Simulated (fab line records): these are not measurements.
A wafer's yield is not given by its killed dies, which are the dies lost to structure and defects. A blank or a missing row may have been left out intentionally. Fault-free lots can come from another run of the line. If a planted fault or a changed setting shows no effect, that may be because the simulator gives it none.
Struck lot and sound lot, side by side	flow n5-finfet	43 out of 1938 route steps
Sound: these wafers, L297.1, L297.4, L297.5. Struck: wafers L304.1, L304.4. (L304.5 of the same lot was not struck and is left out.) The cause comes at the end.
Order at every step that has rows: each side's tool, ch and its chambers, its first start. Under that, the readings that differ: sound wafers	struck wafers	difference of the means	sigmas: that difference in standard deviations of wafers without a fault.
alike: words and numbers the same on both sides, and readings whose means are apart by under 2 such deviations; not compared: readings that were withheld, readings missing a value for some wafer, numbers with overlapping values and no deviation given by the record, and bounds like >300 which may hide the same value.
Wherever a step has rows on one side only, a row that says differs or no value, or a row with sigmas, the two part there. Numbers that don't overlap but have no deviation are shown without sigmas and don't part them. Lack of a reading on every wafer of one side parts them only where that side has two or more wafers.

first, 4 steps without rows for these wafers: N5_BEOL_M1_STRIP_36 (strips in N2/H2); N5_BEOL_M1_TRENCH_ETCH_37 (etches SiOC in C4F6/O2, target depth 55.207 nm, time 29 s); N5_BEOL_M1_ETCH_41 (etches SiCN in CH3F/O2, target depth 31.9 nm, time 57.8 s); N5_BEOL_M1_STRIP_97 (strips in N2/H2, time 10 s).
N5_BEOL_M1_OCD_MEAS_38:
  sound on ocd-02 at day 8 21:46; struck on ocd-01 at day 10 07:49
  alike: trench-depth-nm
then, 4 steps without rows for these wafers: N5_BEOL_M1_HM_STRIP_39 (strips TiN in peroxide tin strip, target depth 25 nm, time 158 s); N5_BEOL_M1_SRD_40 (time 30 s); N5_BEOL_M1_PRECLEAN_42 (cleans in residue remover, time 60 s); N5_BEOL_M1_SRD_43 (time 30 s).
N5_BEOL_M1_CD_MEAS_35: target cd 18 nm, target cd y 21 nm.
  sound on cd-sem-01 at day 8 21:55; struck on cd-sem-02 at day 10 07:58
  alike: cd-nm
then, 2 steps without rows for these wafers: N5_BEOL_M1_DEGAS_44 (time 60 s); N5_BEOL_M1_PRE_CLEAN_45 (time 30 s).
N5_BEOL_M1_ALD_84: deposits TaN, pulse time 2 s, purge time 3 s, co reactant purge time 2 s.
  sound on ald-metal-02 ch 0,2,3, day 8 22:16; struck on ald-metal-02 ch 1,2, day 10 08:31
reading	sound	struck	difference	sigmas
ald-cycles	30 30 30	44 44	+14	
  alike: chamber-pressure-Torr, heater-power-w
  not compared: model.TaN_of_BEOL_M1_ALD_84.thk-nm
then, 5 steps without rows for these wafers: N5_BEOL_M1_SURFACE_TREAT_85; N5_BEOL_M1_CVD_47 (deposits Co from CCTBA/H2, target thk 3 nm, time 223.8 s); N5_BEOL_M1_SPUTTER_48 (material Cu, target thk 4.5 nm, time 8.29 s); N5_BEOL_M1_ANNEAL_49 (time 240 s); N5_BEOL_M1_SPUTTER_79 (material Cu, target thk 4.5 nm, time 8.29 s).
N5_BEOL_M1_ANNEAL_80: time 240 s.
  sound on pvd-sputter-03 at day 8 23:14; struck on pvd-sputter-02 at day 10 09:17
  alike: heater-power-w
then, 5 steps without rows for these wafers: N5_BEOL_M1_SPUTTER_81 (material Cu, target thk 4.5 nm, time 8.29 s); N5_BEOL_M1_ANNEAL_82 (time 240 s); N5_BEOL_M1_SPUTTER_86 (material Cu, target thk 4.5 nm, time 8.29 s); N5_BEOL_M1_ANNEAL_87 (time 240 s); N5_BEOL_M1_SPUTTER_88 (material Cu, target thk 4.5 nm, time 8.29 s).
N5_BEOL_M1_ANNEAL_89: time 240 s.
  sound on pvd-sputter-03 at day 8 23:53; struck on pvd-sputter-02 at day 10 09:56
  alike: heater-power-w
then, 4 steps without rows for these wafers: N5_BEOL_M1_SPUTTER_90 (material Cu, target thk 4.5 nm, time 8.29 s); N5_BEOL_M1_ANNEAL_91 (time 240 s); N5_BEOL_M1_SPUTTER_92 (material Cu, target thk 4.5 nm, time 8.29 s); N5_BEOL_M1_ANNEAL_93 (time 240 s).
N5_BEOL_M1_SPUTTER_94: material Cu, target thk 4.5 nm, time 8.29 s.
  sound on pvd-sputter-03 at day 9 00:28; struck on pvd-sputter-02 at day 10 10:31
  alike: throttle-valve-pct
N5_BEOL_M1_ANNEAL_95: time 240 s.
  sound on pvd-sputter-03 at day 9 00:33; struck on pvd-sputter-02 at day 10 10:36
  alike: heater-power-w
then, 2 steps without rows for these wafers: N5_BEOL_M1_SPUTTER_96 (material Cu, target thk 4.5 nm, time 8.29 s); N5_BEOL_M1_ECD_50 (material Cu, target thk 300 nm).
N5_BEOL_M1_ANNEAL_51: time 90 s.
  sound on rtp-anneal-01 ch 0, day 9 00:53; struck on rtp-anneal-02 ch 0, day 10 10:56
  alike: wafer_temp_C_max
then, 1 step without rows for these wafers: N5_BEOL_M1_CMP_52 (polishes, stops on SiOC, t overpolish 6.8 s, target thk 40 nm).
N5_BEOL_M1_THK_MEAS_53: measures by xrf.
  sound on film-metro-01 at day 9 01:31; struck on film-metro-02 at day 10 11:32
  alike: M1_THK
then, 4 steps without rows for these wafers: N5_BEOL_M1_PRE_CLEAN_60 (time 15 s); N5_BEOL_M1_CO_CAP_55 (material Co, precursor CCTBA/H2, target thk 2 nm, time 102.1 s); N5_BEOL_M1_PRE_CLEAN_56 (time 15 s); N5_BEOL_M1_DEP_57 (deposits SiCN from 3MS/NH3, target thk 8 nm, time 14 s).
N5_BEOL_M1_RS_MEAS_58: the measuring method here is four-point-probe.
  sound on film-metro-01 at day 9 01:54; struck on film-metro-02 at day 10 11:47
  alike: M1_RS
N5_BEOL_M1_INSPECT_59: inspects for defects (darkfield).
  sound on defect-inspect-02 at day 9 01:56; struck on defect-inspect-02 at day 10 11:49
  alike: raw-defect-count
N5_BEOL_M4_RC_MEAS_101:
  sound on prober-01 ch 0, day 10 15:05; struck on prober-01 ch 0, day 11 16:41
reading	sound	struck	difference	sigmas
SERP_M1 (ohm/um)	212 198 202	247 253	+46	+3
SERP_M1_max_site (ohm/um)	223 216 218	259 274	+48	+3
  alike: DIBL_N, DIBL_P, IOFF_N, IOFF_P, ION_N, ION_P, SS_N, SS_P, VT_N, VT_P

## WHERE THEY PART
N5_BEOL_M4_RC_MEAS_101 only, going by this record.

WHY: whatever the simulator had introduced
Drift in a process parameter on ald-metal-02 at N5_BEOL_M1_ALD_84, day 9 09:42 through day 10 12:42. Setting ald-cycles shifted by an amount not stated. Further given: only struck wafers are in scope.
